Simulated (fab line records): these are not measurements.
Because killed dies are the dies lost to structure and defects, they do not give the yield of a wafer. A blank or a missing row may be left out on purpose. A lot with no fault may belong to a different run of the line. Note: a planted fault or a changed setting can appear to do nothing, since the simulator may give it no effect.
fab line records	flow n5-finfet
record lots=10	wafers=30	last-day=17
route steps=1938 shown ILD0@341 SDB@363 BEOL_M4@1111 PASSIVATION@1936
lots that met no fault: from a run of the same line without faults
start-h: the number of hours between the record's first day and the start of the first shown wafer of the lot	wait-h: time in hours since the lot's previous step	" the same as in the row above	L1.1+2: one row covering several wafers at once	- no value, or no start was given	* or withheld: withheld	< > ~ a bound
route shown NAME@n: a module of which the file shows steps, and the number in the route of the first	usual: average and standard deviation across the fault-free wafers	same: alike in all rows	chamber/n: place in a boat	sites: each site's reading	_std_site: standard deviation of those values	_edge_site: inner sites' mean taken away from outer sites' mean	radius-mm: for every site, how far away it sits from the centre of the wafer	mask NAME#n: copy n	behind: the last tool/chamber to shape the wafer	hold: cause of the lot's hold/its duration in hours/its outcome	device: names the non-switching transistor (n, p or np)	end of line: the tests these same wafers got at the end of their route	a step with no rows: only its recipe	killed: at the first sort, the dies lost to defects and structure; wafer yield is something else	map: per-die view of a wafer (x killed, . not killed, _ where there is no die)
set.NAME: setting as actually run; set.NAME@STEP: the setting as run at that earlier step	model.NAME: the simulator's own value behind a step, which no gauge read
a sample of lots followed through the steps of the route, with each step as a table and each wafer as a row
services: from which hour (start-h, from the record's first day; less than 0 if before it) a tool's chamber was out of use, for how many hours, and why
## steps
# step N5_ILD0_THK_MEAS_08
# usual thk-nm=139.4/1.1
lot.wafer	tool	chamber	start-h	wait-h	thk-nm
L510.2	film-metro-02	-	73.96	-	138.0
L510.3	"	-	"	"	139.0
L510.6	"	-	"	"	138.4
L512.1	film-metro-02	-	90.42	-	138.9
L512.3	"	-	"	"	140.1
L512.5	"	-	"	"	138.3
L515.4	film-metro-02	-	103.82	-	137.9
L515.5	"	-	"	"	137.6
L515.6	"	-	"	"	138.1
L518.1	film-metro-02	-	123.04	-	138.7
L518.2	"	-	"	"	139.6
L518.3	"	-	"	"	139.5
L520.2	film-metro-02	-	134.67	-	140.1
L520.3	"	-	"	"	140.4
L520.5	"	-	"	"	141.0
L521.2	film-metro-02	-	141.76	-	140.6
L521.3	"	-	"	"	139.4
L521.6	"	-	"	"	140.2
L522.1	film-metro-01	-	144.89	-	138.8
L522.3	"	-	"	"	140.7
L522.4	"	-	"	"	139.7
L523.3	film-metro-01	-	152.85	-	139.8
L523.5	"	-	"	"	138.6
L523.6	"	-	"	"	139.7
L525.2	film-metro-02	-	168.43	-	140.7
L525.5	"	-	"	"	140.4
L525.6	"	-	"	"	139.9
L529.1	film-metro-01	-	192.87	-	140.8
L529.2	"	-	"	"	139.9
L529.4	"	-	"	"	141.3
# step N5_ILD0_THK_MEAS_13
# usual thk-nm=18.0/1
lot.wafer	tool	chamber	start-h	wait-h	thk-nm
L510.2	film-metro-02	-	77.46	-	18.5
L510.3	"	-	"	"	17.0
L510.6	"	-	"	"	17.6
L512.1	film-metro-01	-	94.38	-	19.0
L512.3	"	-	"	"	18.8
L512.5	"	-	"	"	17.6
L515.4	film-metro-02	-	107.70	-	18.8
L515.5	"	-	"	"	19.4
L515.6	"	-	"	"	19.1
L518.1	film-metro-02	-	126.25	-	17.5
L518.2	"	-	"	"	18.3
L518.3	"	-	"	"	18.3
L520.2	film-metro-01	-	139.49	-	18.9
L520.3	"	-	"	"	18.7
L520.5	"	-	"	"	19.8
L521.2	film-metro-01	-	145.25	-	17.4
L521.3	"	-	"	"	16.7
L521.6	"	-	"	"	17.5
L522.1	film-metro-01	-	148.11	-	16.7
L522.3	"	-	"	"	17.1
L522.4	"	-	"	"	15.8
L523.3	film-metro-01	-	156.14	-	17.8
L523.5	"	-	"	"	17.9
L523.6	"	-	"	"	18.3
L525.2	film-metro-02	-	171.71	-	19.2
L525.5	"	-	"	"	18.3
L525.6	"	-	"	"	17.8
L529.1	film-metro-01	-	196.10	-	17.9
L529.2	"	-	"	"	16.8
L529.4	"	-	"	"	17.3
# step N5_SDB_STRIP_21
# recipe chemistry=CF4	resist=SiARC	power-w=300	bias-power-w=75	pressure-mtorr=50	cf4-flow-sccm=150	rf-frequency-hz=6e+07
# usual chamber-pressure-mTorr=50.01/0.043	drypump-motor-current-A=5.6/0.57	oes-product-au=0.81/0.09	rf-vpp-V=271.2/1.4	showerhead-plenum-p-Torr=1.80/0.05	throttle-valve-pct=13.51/0.24
lot.wafer	tool	chamber	start-h	wait-h	chamber-pressure-mTorr	drypump-motor-current-A	oes-product-au	rf-hours-counter-h	rf-vpp-V	showerhead-plenum-p-Torr	throttle-valve-pct
L510.2	rie-diel-04	1	78.30	0.0	50.05	5.5	0.74	166	270.3	1.78	13.63
L510.3	"	0	"	"	49.96	6.3	0.88	20	271.9	1.83	13.01
L510.6	"	0	"	"	49.99	6.2	0.88	-	272.5	1.83	13.00
L512.1	rie-diel-06	2	95.19	0.0	50.02	6.1	0.90	11	269.8	1.76	13.32
L512.3	"	1	"	"	49.97	5.3	0.68	246	272.4	1.83	13.99
L512.5	"	2	"	"	49.96	6.1	0.90	-	271.3	1.76	13.32
L515.4	rie-diel-06	2	108.56	0.0	49.98	6.1	0.89	-	270.9	1.75	13.35
L515.5	"	0	"	"	50.07	5.8	0.72	-	272.0	1.78	13.58
L515.6	"	3	"	"	50.08	5.0	0.72	-	268.4	1.78	13.78
L518.1	rie-diel-04	2	126.94	0.0	50.02	5.1	0.91	25	271.9	1.83	13.22
L518.2	"	0	"	"	49.99	6.2	0.85	37	271.7	1.83	13.05
L518.3	"	1	"	"	50.00	5.5	0.72	182	270.6	1.78	13.66
L520.2	rie-diel-04	3	140.33	0.0	50.06	5.5	0.80	99	271.1	1.81	13.52
L520.3	"	1	"	"	50.06	5.5	0.72	185	269.8	1.78	13.68
L520.5	"	3	"	"	50.03	5.5	0.79	-	273.0	1.81	13.52
L521.2	rie-diel-02	3	146.18	0.0	49.99	5.9	0.89	31	273.1	1.90	13.28
L521.3	"	1	"	"	50.04	6.7	0.94	13	271.5	1.75	13.27
L521.6	"	2	"	"	49.99	4.9	0.79	-	271.5	1.81	13.69
L522.1	rie-diel-04	0	148.92	0.0	50.02	6.2	0.83	45	270.8	1.82	13.08
L522.3	"	3	"	"	49.99	5.5	0.79	102	270.7	1.80	13.51
L522.4	"	1	"	"	50.04	5.5	0.72	189	270.7	1.78	13.69
L523.3	rie-diel-06	3	157.18	0.0	50.05	5.0	0.72	216	272.1	1.78	13.81
L523.5	"	2	"	"	49.99	6.1	0.86	-	268.6	1.75	13.37
L523.6	"	3	"	"	49.99	5.0	0.72	-	271.1	1.78	13.82
L525.2	rie-diel-02	2	172.52	0.0	49.95	5.0	0.78	103	271.1	1.81	13.72
L525.5	"	1	"	"	50.06	6.7	0.92	-	270.9	1.75	13.29
L525.6	"	3	"	"	50.00	5.9	0.88	-	271.6	1.90	13.31
L529.1	rie-diel-02	0	196.91	0.0	50.00	5.0	0.93	7	273.5	1.91	13.36
L529.2	"	2	"	"	49.97	5.0	0.78	111	272.6	1.81	13.72
L529.4	"	2	"	"	49.98	4.9	0.78	-	271.0	1.81	13.73
# step N5_SDB_CMP_30
# recipe stop-on=poly-Si	t-overpolish-s=1.54	post-cmp-clean=alkaline-brush	down-force-psi=4.1491	platen-rpm=51.796	pad-velocity-m-s=1.0306	target-thk-nm=30
# usual edge-zone-pressure-frac=1.001/0.0052	head-pressure-psi=4.149/0.009	motor-current-A=13.0/1.4	overpolish-run-s=1.540/0.0095	time-to-endpoint-s=17.3/1.9
lot.wafer	tool	chamber	start-h	wait-h	edge-zone-pressure-frac	head-pressure-psi	motor-current-A	overpolish-run-s	time-to-endpoint-s
L510.3	cmp-02	2	82.27	1.4	1.002	4.150	12.4	1.535	17.5
L510.2	"	3	"	"	1.002	4.147	15.8	1.540	16.9
L510.6	"	1	"	"	1.000	4.141	12.9	1.543	17.7
L512.3	cmp-02	1	98.58	1.5	0.999	4.151	12.7	1.535	14.1
L512.1	"	2	"	"	1.002	4.141	12.9	1.530	16.6
L512.5	"	0	"	"	0.993	4.144	14.4	1.540	17.9
L515.4	cmp-01	2	112.08	0.1	1.003	4.144	10.5	1.533	15.9
L515.5	"	1	"	"	1.000	4.142	12.7	1.537	18.5
L515.6	"	2	"	"	0.997	4.149	11.5	1.546	18.8
L518.1	cmp-02	1	130.26	1.4	0.996	4.146	13.1	1.556	14.6
L518.2	"	2	"	"	0.992	4.158	12.3	1.542	15.6
L518.3	"	0	"	"	1.000	4.147	14.1	1.538	13.9
L520.3	cmp-04	2	143.70	1.4	1.006	4.133	12.8	1.555	20.5
L520.2	"	0	"	"	1.005	4.153	11.9	1.554	19.8
L520.5	"	1	"	"	1.023	4.141	12.9	1.549	19.2
L521.2	cmp-01	0	149.97	1.6	1.001	4.148	12.3	1.535	15.9
L521.3	"	3	"	"	1.005	4.155	12.1	1.544	16.0
L521.6	"	0	"	"	0.997	4.145	11.6	1.540	16.3
L522.1	cmp-02	0	155.87	1.4	-	-	-	-	-
L522.3	"	1	"	"	-	-	-	-	-
L522.4	"	2	"	"	-	-	-	-	-
L523.3	cmp-02	3	161.41	1.4	-	-	-	-	-
L523.5	"	3	"	"	-	-	-	-	-
L523.6	"	0	"	"	-	-	-	-	-
L525.2	cmp-01	1	176.06	1.5	1.010	4.153	13.5	1.533	16.4
L525.6	"	3	"	"	1.006	4.133	11.8	1.550	17.2
L525.5	"	0	"	"	0.994	4.156	12.0	1.525	15.2
L529.4	cmp-01	3	200.22	0.0	1.003	4.144	11.5	1.535	16.7
L529.1	"	1	"	"	0.994	4.137	13.3	1.545	16.2
L529.2	"	2	"	"	1.005	4.151	10.8	1.536	12.8
# step N5_SDB_THK_MEAS_31
# recipe reads=a-Si_of_DUMMY_GATE_CVD_03
# usual SDB_THK=64.6/1
lot.wafer	tool	chamber	start-h	wait-h	SDB_THK[nm]
L510.2	film-metro-01	-	82.53	-	64.5
L510.3	"	-	"	"	65.2
L510.6	"	-	"	"	65.6
L512.1	film-metro-01	-	98.80	-	66.1
L512.3	"	-	"	"	65.3
L512.5	"	-	"	"	65.1
L515.4	film-metro-01	-	112.33	-	63.2
L515.5	"	-	"	"	63.2
L515.6	"	-	"	"	63.5
L518.1	film-metro-02	-	130.55	-	63.3
L518.2	"	-	"	"	63.1
L518.3	"	-	"	"	62.9
L520.2	film-metro-01	-	143.95	-	64.2
L520.3	"	-	"	"	63.9
L520.5	"	-	"	"	64.6
L521.2	film-metro-02	-	150.27	-	63.5
L521.3	"	-	"	"	65.0
L521.6	"	-	"	"	65.0
L522.1	film-metro-02	-	156.16	0.3	69.7
L522.3	"	-	"	"	69.6
L522.4	"	-	"	"	67.9
L523.3	film-metro-01	-	161.71	0.3	69.3
L523.5	"	-	"	"	70.3
L523.6	"	-	"	"	69.3
L525.2	film-metro-01	-	176.28	-	64.4
L525.5	"	-	"	"	64.6
L525.6	"	-	"	"	64.0
L529.1	film-metro-01	-	200.52	-	65.1
L529.2	"	-	"	"	65.2
L529.4	"	-	"	"	64.9
# step N5_BEOL_M4_RC_MEAS_101
# usual DIBL_N=36.4/1.4	DIBL_P=36.3/1.5	IOFF_N=0.162/0.023	IOFF_P=0.211/0.027	ION_N=676/9.7	ION_P=463/6.4	SS_N=71.5/0.5	SS_P=73.3/0.6	VT_N=249.3/2.5	VT_P=-249.9/2.8
lot.wafer	tool	chamber	start-h	wait-h	DIBL_N[mV/V]	DIBL_P[mV/V]	IOFF_N[nA/um]	IOFF_P[nA/um]	ION_N[uA/um]	ION_P[uA/um]	SS_N[mV/dec]	SS_P[mV/dec]	VT_N[mV]	VT_P[mV]
L510.2	prober-02	0	173.70	0.2	36.4	35.9	0.157	0.212	680	470	70.9	73.2	248.7	-249.4
L510.3	"	0	"	"	37.6	36.8	0.184	0.222	685	468	71.6	73.4	247.1	-247.8
L510.6	"	0	"	"	36.8	35.5	0.168	0.214	683	468	71.6	72.8	247.9	-248.2
L512.1	prober-01	0	184.04	0.0	35.9	37.0	0.152	0.193	684	469	71.6	73.0	251.4	-254.5
L512.3	"	0	"	"	39.0	40.1	0.200	0.232	688	461	72.1	74.7	246.1	-250.3
L512.5	"	0	"	"	37.4	38.5	0.177	0.216	687	460	71.7	73.4	248.7	-253.0
L515.4	prober-01	0	212.91	0.5	33.7	33.6	0.121	0.176	664	462	70.7	72.0	253.4	-253.6
L515.5	"	0	"	"	36.4	36.3	0.162	0.223	671	461	70.9	72.7	249.2	-250.1
L515.6	"	0	"	"	37.4	38.2	0.174	0.237	670	458	71.6	73.3	249.3	-247.8
L518.1	prober-02	0	233.52	0.0	35.0	36.0	0.133	0.176	668	463	71.6	73.2	250.4	-252.8
L518.2	"	0	"	"	35.8	36.0	0.146	0.171	657	446	71.3	72.7	252.2	-252.0
L518.3	"	0	"	"	35.3	36.2	0.143	0.181	675	459	71.8	73.3	248.1	-255.4
L520.2	prober-02	0	237.07	0.2	37.0	36.7	0.177	0.185	682	456	71.9	73.0	247.8	-255.2
L520.3	"	0	"	"	37.2	38.1	0.190	0.202	687	458	71.6	74.1	247.5	-252.1
L520.5	"	0	"	"	37.8	37.9	0.192	0.205	686	459	71.6	73.4	244.2	-253.5
L521.2	prober-02	0	241.10	0.2	38.3	37.4	0.166	0.247	669	462	71.2	73.4	248.3	-245.2
L521.3	"	0	"	"	36.5	35.2	0.143	0.202	679	467	71.3	73.2	247.4	-248.1
L521.6	"	0	"	"	37.7	36.0	0.160	0.222	670	455	71.3	72.9	249.1	-247.1
L525.2	prober-02	0	262.77	0.2	34.5	34.5	0.114	0.160	675	458	70.7	72.1	257.0	-254.2
L525.5	"	0	"	"	36.7	37.4	0.153	0.189	671	455	71.2	73.1	250.9	-253.6
L525.6	"	0	"	"	37.1	37.9	0.167	0.222	683	460	71.2	73.3	250.9	-250.4
L529.1	prober-01	0	294.52	0.0	37.0	36.4	0.156	0.200	667	459	72.0	74.1	250.4	-252.9
L529.2	"	0	"	"	37.3	36.7	0.175	0.210	675	459	71.3	74.1	249.3	-251.6
L529.4	"	0	"	"	36.8	36.8	0.174	0.204	687	470	71.8	74.6	245.5	-251.3
# step N5_PASSIVATION_PROBE_49
# usual killed_at_M0_to_M3=33/8.9	killed_at_M4_up=15/5.4	killed-at-contacts=13/5.8	killed-at-front-end=39/9.9	killed-at-other=3.2/2.9	killed-dies=102/15	killed-on-rim=13/3.7	killed-open=68/12	killed-short=34/7.6
# same gross-dies=1180	killed-at-back-side=0
lot.wafer	tool	chamber	start-h	wait-h	killed_at_M0_to_M3	killed_at_M4_up	killed-at-contacts	killed-at-front-end	killed-at-other	killed-dies	killed-on-rim	killed-open	killed-short
L522.1	prober-02	-	357.20	0.0	36	15	10	1109	10	1180	152	78	37
L522.3	prober-02	-	357.30	0.1	26	28	7	1113	6	1180	152	61	38
L522.4	prober-02	-	357.35	0.2	33	19	15	1106	7	1180	152	63	39
L523.3	prober-02	-	360.31	0.1	41	12	9	1118	0	1180	152	72	46
L523.5	prober-02	-	360.41	0.2	26	22	15	1117	0	1180	152	69	37
L523.6	prober-02	-	360.46	0.3	33	8	10	1129	0	1180	152	58	52
# killed by level:class
L522.1 SDB:area-cmp=1065 FIN_SAQP:geometric-particle:open=17 FIN_SAQP:geometric-particle:short=10 MOL_CONTACT_COAG:geometric-particle:open=9 BEOL_M4:geometric-particle:open=9 BEOL_M1:geometric-particle:open=8 BEOL_M2:geometric-particle:open=8 BEOL_M0_SAQP:geometric-particle:short=6
L522.3 SDB:area-cmp=1081 BEOL_M4:geometric-particle:open=14 FIN_SAQP:geometric-particle:short=8 MOL_CONTACT_COAG:geometric-particle:open=7 BEOL_M0_SAQP:geometric-particle:open=6 FIN_SAQP:geometric-particle:open=5 DUMMY_GATE:geometric-particle:short=5 BEOL_M7:geometric-particle:open=5
L522.4 SDB:area-cmp=1077 MOL_CONTACT_COAG:geometric-particle:open=11 BEOL_M0_SAQP:geometric-particle:open=11 BEOL_M1:geometric-particle:open=8 BEOL_M4:geometric-particle:open=8 FIN_SAQP:geometric-particle:open=6 FIN_SAQP:geometric-particle:short=6 BEOL_M0_SAQP:geometric-particle:short=6
L523.3 SDB:area-cmp=1061 FIN_SAQP:geometric-particle:short=13 BEOL_M0_SAQP:geometric-particle:open=13 BEOL_M0_SAQP:geometric-particle:short=11 MOL_CONTACT_COAG:geometric-particle:open=9 STI_FIN_REVEAL:geometric-particle:open=8 GATE_CUT:geometric-particle:short=7 BEOL_M4:geometric-particle:open=7
L523.5 SDB:area-cmp=1074 MOL_CONTACT_COAG:geometric-particle:open=13 FIN_SAQP:geometric-particle:open=8 BEOL_M5:geometric-particle:open=8 FIN_SAQP:geometric-particle:short=7 STI_FIN_REVEAL:geometric-particle:open=7 BEOL_M0_SAQP:geometric-particle:short=7 BEOL_M3:geometric-particle:open=7
L523.6 SDB:area-cmp=1070 FIN_SAQP:geometric-particle:short=21 BEOL_M0_SAQP:geometric-particle:short=12 FIN_SAQP:geometric-particle:open=10 MOL_CONTACT_COAG:geometric-particle:open=9 BEOL_M0_SAQP:geometric-particle:open=8 STARTING-WAFER:geometric-particle:short=6 DUMMY_GATE:geometric-particle:open=5
## services
tool	chamber	start-h	hours	kind
rie-diel-06	-	60.80	0.3	repair
rie-diel-02	1	85.19	-	clean
rie-diel-02	1	85.19	-	consumable-replace:focus-ring
rie-diel-02	1	85.19	23.3	scheduled-down
rie-diel-02	1	85.19	23.3	vent-cycle
cmp-01	-	86.56	0.9	repair
cmp-01	-	96.03	3.6	repair
rie-diel-06	1	107.30	-	clean
rie-diel-06	1	107.30	-	consumable-replace:focus-ring
rie-diel-06	1	107.30	20.1	scheduled-down
rie-diel-04	1	107.47	3.4	repair
cmp-01	-	129.65	4.0	pm
cmp-01	-	133.65	-	consumable-replace:conditioner
cmp-01	-	133.65	-	consumable-replace:pad
cmp-01	-	137.34	3.7	repair
cmp-02	-	144.15	2.5	repair
cmp-04	-	145.72	5.4	pm
rie-diel-06	-	153.59	1.2	repair
cmp-04	-	153.98	1.3	repair
cmp-02	-	156.20	0.8	repair
cmp-01	-	167.41	5.2	pm
cmp-01	-	173.97	1.1	repair
rie-diel-06	1	175.24	16.7	repair
rie-diel-02	3	196.56	2.4	repair
## key
first-sign step=N5_SDB_CMP_30	reading=tool-record	direction=missing
effect step=N5_SDB_THK_MEAS_31	reading=SDB_THK	direction=up	sigmas=4.7	usual=64.6	struck=69.4
effect step=N5_PASSIVATION_PROBE_49	reading=killed-at-front-end	direction=up	sigmas=99+	usual=39	struck=1115
more-kills-born-at N5_SDB_CMP_30@cmp-02=6428
met-at N5_SDB_CMP_30
struck-lots L522,L523
later-rows-left-out L522.1,L522.3,L522.4,L523.3,L523.5,L523.6
tester-left-out L522,L523
not-acting-at N5_ILD0_THK_MEAS_08,N5_ILD0_THK_MEAS_13,N5_SDB_STRIP_21
onset-between 130.26 155.87
fault kind=skipped-step-whole	tool=cmp-02	chamber=-	onset-h=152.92	steps=N5_SDB_CMP_30	scope=struck-lots-only
# tester-left-out: of these lots the tester's yield and bins aren't shown, on N5 and GAA mostly nor the transistor test; their killed dies are dies lost to structure and defects alone, not to doping, threshold or leakage, so they don't give the yield
# later-rows-left-out: the simulator's readings of these wafers behind a module that went badly wrong aren't trusted and aren't shown, but for the sort
